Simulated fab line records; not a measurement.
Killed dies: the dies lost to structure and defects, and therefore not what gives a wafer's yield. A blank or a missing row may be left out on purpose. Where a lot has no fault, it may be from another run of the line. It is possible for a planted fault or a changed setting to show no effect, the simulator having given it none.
Which of the tools did it? | flow n5-finfet | Sampling: 12 lots, 35 wafers, 4 of 1938 route steps

== WHAT THE GAUGES SHOWED, per wafer ==
N5_BEOL_M9_OVL_MEAS_12. Usual: M9_OVL 0.1 nm, standard deviation 0.71.
lot  | measured     | on         | M9_OVL (nm)    | flag
L636 | day 9 14:35  | overlay-02 | 1.3 0.6 1.3    |
L637 | day 10 07:18 | overlay-02 | 0.5 1.5 1.2    |
L638 | day 10 11:43 | overlay-01 | -0.3 0.4 -0.5  |
L639 | day 10 16:14 | overlay-02 | 0.4 0.9 1.4    |
L640 | day 10 19:39 | overlay-01 | -1.0 0.1 -0.4  |
L641 | day 11 05:25 | overlay-01 | -0.1 0.2 0.1   |
L642 | day 11 12:08 | overlay-01 | -0.2 -0.3 0.3  |
L643 | day 11 15:10 | overlay-01 | -0.2 -0.6 0.3  |
L646 | day 11 16:44 | overlay-01 | -0.7 -0.5 -0.2 |
L644 | day 11 23:13 | overlay-01 | 0.6 1.0 0.7    |
L652 | day 13 16:34 | overlay-01 | -0.3 -0.8      |
L654 | day 14 05:22 | overlay-01 | 0.1 0.6 -1.1   |

== WHICH TOOL RAN EACH LOT (tool, then ch and the chambers of the sampled wafers, then the start) ==
lot  | N5_BEOL_M8_SURFACE_TREAT_79  | N5_BEOL_M8_CMP_52             | N5_BEOL_M9_COAT_59
L636 | pvd-sputter-03, day 9 10:20  | cmp-02 ch 1,2,3, day 9 11:20  | litho-track-02 ch 0, day 9 14:19
L637 | pvd-sputter-03, day 10 02:34 | cmp-03 ch 0,1,2, day 10 03:20 | litho-track-04 ch 0, day 10 07:02
L638 | pvd-sputter-02, day 10 07:51 | cmp-03 ch 1,2,3, day 10 09:26 | litho-track-02 ch 0, day 10 11:19
L639 | pvd-sputter-03, day 10 12:40 | cmp-04 ch 0,2,3, day 10 13:38 | litho-track-03 ch 0, day 10 15:50
L640 | pvd-sputter-03, day 10 16:41 | cmp-03 ch 0,2,3, day 10 17:29 | litho-track-02 ch 0, day 10 19:15
L641 | pvd-sputter-01, day 11 01:39 | cmp-03 ch 0,2,3, day 11 02:27 | litho-track-03 ch 0, day 11 05:08
L642 | pvd-sputter-03, day 11 07:31 | cmp-04 ch 0,3, day 11 08:14   | litho-track-03 ch 0, day 11 11:44
L643 | pvd-sputter-01, day 11 12:35 | cmp-04 ch 1,2,3, day 11 13:28 | litho-track-02 ch 0, day 11 14:46
L646 | pvd-sputter-01, day 11 13:29 | cmp-03 ch 0,2,3, day 11 14:13 | litho-track-02 ch 0, day 11 16:27
L644 | pvd-sputter-01, day 11 19:55 | cmp-04 ch 1,2, day 11 21:00   | litho-track-04 ch 0, day 11 22:49
L652 | pvd-sputter-03, day 13 12:52 | cmp-02 ch 0,3, day 13 13:42   | litho-track-03 ch 0, day 13 16:17
L654 | pvd-sputter-02, day 14 02:10 | cmp-02 ch 2,3, day 14 02:58   | litho-track-03 ch 0, day 14 04:58
- N5_BEOL_M8_SURFACE_TREAT_79
- N5_BEOL_M8_CMP_52: polishes, stops on SiCOH lowk, t overpolish 6.9 s, target thk 80 nm.
- N5_BEOL_M9_COAT_59: time 60 s, resist thk 100 nm.

== WHAT THE TOOLS THEMSELVES READ (means of the sampled wafers that have a number; where no wafer has one, the mark that the record gives instead) ==
N5_BEOL_M8_CMP_52. Usual: barrier-field-endpoint-s 29.0 s, standard deviation 0.73; motor-current-A 6.4 A, standard deviation 0.51; overpolish-run-s 6.900 s, standard deviation 0.0098; platen-rpm 49.99 rpm, standard deviation 0.032; time-to-endpoint-s 63 s, standard deviation 3.3.
lot  | tool   | barrier-field-endpoint-s (s) | motor-current-A (A) | overpolish-run-s (s) | platen-rpm (rpm) | time-to-endpoint-s (s) | flag
L636 | cmp-02 | 29.0                         | 6.4                 | 6.907                | 50.02            | 62                     |
L637 | cmp-03 | 28.7                         | 6.5                 | 6.909                | 49.95            | 65                     |
L638 | cmp-03 | 29.4                         | 6.6                 | 6.903                | 49.97            | 64                     |
L639 | cmp-04 | 27.9                         | 6.4                 | 6.907                | 49.97            | 59                     |
L640 | cmp-03 | 29.6                         | 6.3                 | 6.907                | 50.01            | 65                     |
L641 | cmp-03 | 28.4                         | 6.3                 | 6.895                | 50.01            | 67                     |
L642 | cmp-04 | 29.1                         | 5.9                 | 6.894                | 50.01            | 67                     |
L643 | cmp-04 | 29.7                         | 6.3                 | 6.901                | 49.98            | 66                     |
L646 | cmp-03 | 29.7                         | 6.5                 | 6.906                | 49.99            | 66                     |
L644 | cmp-04 | 29.4                         | 6.7                 | 6.903                | 50.01            | 63                     |
L652 | cmp-02 | 28.8                         | 5.8                 | 6.890                | 49.98            | 61                     |
L654 | cmp-02 | 28.6                         | 6.4                 | 6.896                | 50.00            | 61                     |

N5_BEOL_M9_COAT_59. Usual: exhaust-pa 44.9 Pa, standard deviation 0.85; resist-line-temp-C 23.00 C, standard deviation 0.1; spin-speed-rpm 1500.1 rpm, standard deviation 1.2.
lot  | tool           | exhaust-pa (Pa) | resist-line-temp-C (C) | spin-speed-rpm (rpm) | flag
L636 | litho-track-02 | 44.9            | 22.95                  | 1500.5               |
L637 | litho-track-04 | 44.6            | 22.95                  | 1499.6               |
L638 | litho-track-02 | 43.9            | 23.06                  | 1498.9               |
L639 | litho-track-03 | 46.5            | 23.04                  | 1500.8               |
L640 | litho-track-02 | 45.4            | 23.03                  | 1499.6               |
L641 | litho-track-03 | 45.2            | 23.08                  | 1500.4               |
L642 | litho-track-03 | 44.8            | 23.00                  | 1500.2               |
L643 | litho-track-02 | 45.6            | 23.04                  | 1500.5               |
L646 | litho-track-02 | 44.5            | 23.01                  | 1499.5               |
L644 | litho-track-04 | 44.2            | 23.07                  | 1500.9               |
L652 | litho-track-03 | 45.7            | 22.81                  | 1455.0               | OFF
L654 | litho-track-03 | 43.5            | 23.02                  | 1454.8               | OFF

== THE ANSWER, worked out from the rows above alone ==
Rule: lot off if the mean of its wafers having a number is beyond 3 standard deviations from the usual mean. A lot without any number at a reading at which 4 lots or more have one is off too. Where the step has rows for the other lots, those lots are counted as sound. After the gauges, taken in route order, come the tools' own readings; for these a lot's mean is taken, as printed above. At the first step where some lot is off, the reading lying furthest off is the one used; lots without a number count as furthest.
Off at N5_BEOL_M9_COAT_59 (spin-speed-rpm): L652, L654.
A tool fits if, at that step or a process step before it, it ran every lot that is off, and no sound lot after the first of them. This does not decide it: 2 tools fit, namely cmp-02 at N5_BEOL_M8_CMP_52 and litho-track-03 at N5_BEOL_M9_COAT_59.

== WHAT THE SIMULATOR HAD PUT IN ==
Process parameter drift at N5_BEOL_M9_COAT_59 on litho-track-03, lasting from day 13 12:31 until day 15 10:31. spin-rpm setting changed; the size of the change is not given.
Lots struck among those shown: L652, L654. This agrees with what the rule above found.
